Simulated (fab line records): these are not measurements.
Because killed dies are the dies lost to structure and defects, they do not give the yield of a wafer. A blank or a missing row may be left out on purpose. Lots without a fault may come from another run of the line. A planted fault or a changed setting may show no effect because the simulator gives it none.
Chamber matching -- flow n5Finfet -- cvdCo-01 running N5_BEOL_M5_CO_CAP_78: 3 sister chambers
The step material Co, precursor CCTBA/H2, target thk 2 nm, time 102.1 s. 27 wafers are shown with their chamber, then 12 later ones without.

WAFERS, EACH WITH ITS CHAMBER
wafer,chamber,heaterPowerOuterW (W),heaterPowerW (W)
L074.1,0,126,248
L074.5,1,107,201
L074.6,0,127,247
L075.2,2,125,236
L075.5,2,123,228
L075.6,1,106,203
L077.1,1,105,201
L077.3,0,125,239
L077.6,2,123,231
L079.1,0,126,236
L079.3,1,106,206
L079.4,2,120,233
L081.2,1,106,211
L081.3,2,124,228
L081.5,0,131,241
L082.2,1,107,199
L082.3,0,124,239
L082.6,2,120,232
L084.1,0,130,238
L084.4,2,120,231
L084.6,0,124,246
L087.1,2,122,235
L087.2,1,104,204
L087.4,2,119,232
L091.2,1,107,206
L091.3,0,126,240
L091.4,1,105,200

SIGNATURES (means of the wafers above)
reading,chamber 0,chamber 1,chamber 2,scatter within a chamber
heaterPowerOuterW,126.56,105.89,121.78,1.96
heaterPowerW,241.56,203.44,231.78,3.67
Rule: for a wafer and a chamber, the distance is found by dividing, reading by reading, the gap between the wafer's reading and the chamber's mean by the reading's scatter, squaring, summing and taking the root. If the next closest chamber is less than 2 further off than the closest, the wafer can't be placed; otherwise it belongs to the closest. The scatter is the square root of a quotient: the sum, over the shown wafers, of each reading's squared deviation from its chamber's mean, divided by wafers minus chambers.

WAFERS MISSING THEIR CHAMBER
wafer,heaterPowerOuterW (W),heaterPowerW (W)
L093.1,122,237
L093.5,105,204
L093.6,126,242
L096.1,106,206
L096.3,124,239
L096.5,122,230
L094.2,122,228
L094.3,127,238
L094.5,108,200
L097.1,127,243
L097.4,120,230
L097.5,126,239

CHAMBER TAKEN BY EACH
wafer,from the rows above,in truth
L093.1,can't be placed: 2 or 0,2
L093.5,1,1
L093.6,0,0
L096.1,1,1
L096.3,can't be placed: 0 or 2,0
L096.5,2,2
L094.2,2,2
L094.3,0,0
L094.5,1,1
L097.1,0,0
L097.4,2,2
L097.5,0,0
Correctly placed: 10 of 12. Can't be placed from these rows: 2 (the true chamber is among the candidates in 2). 0 placed wrongly.
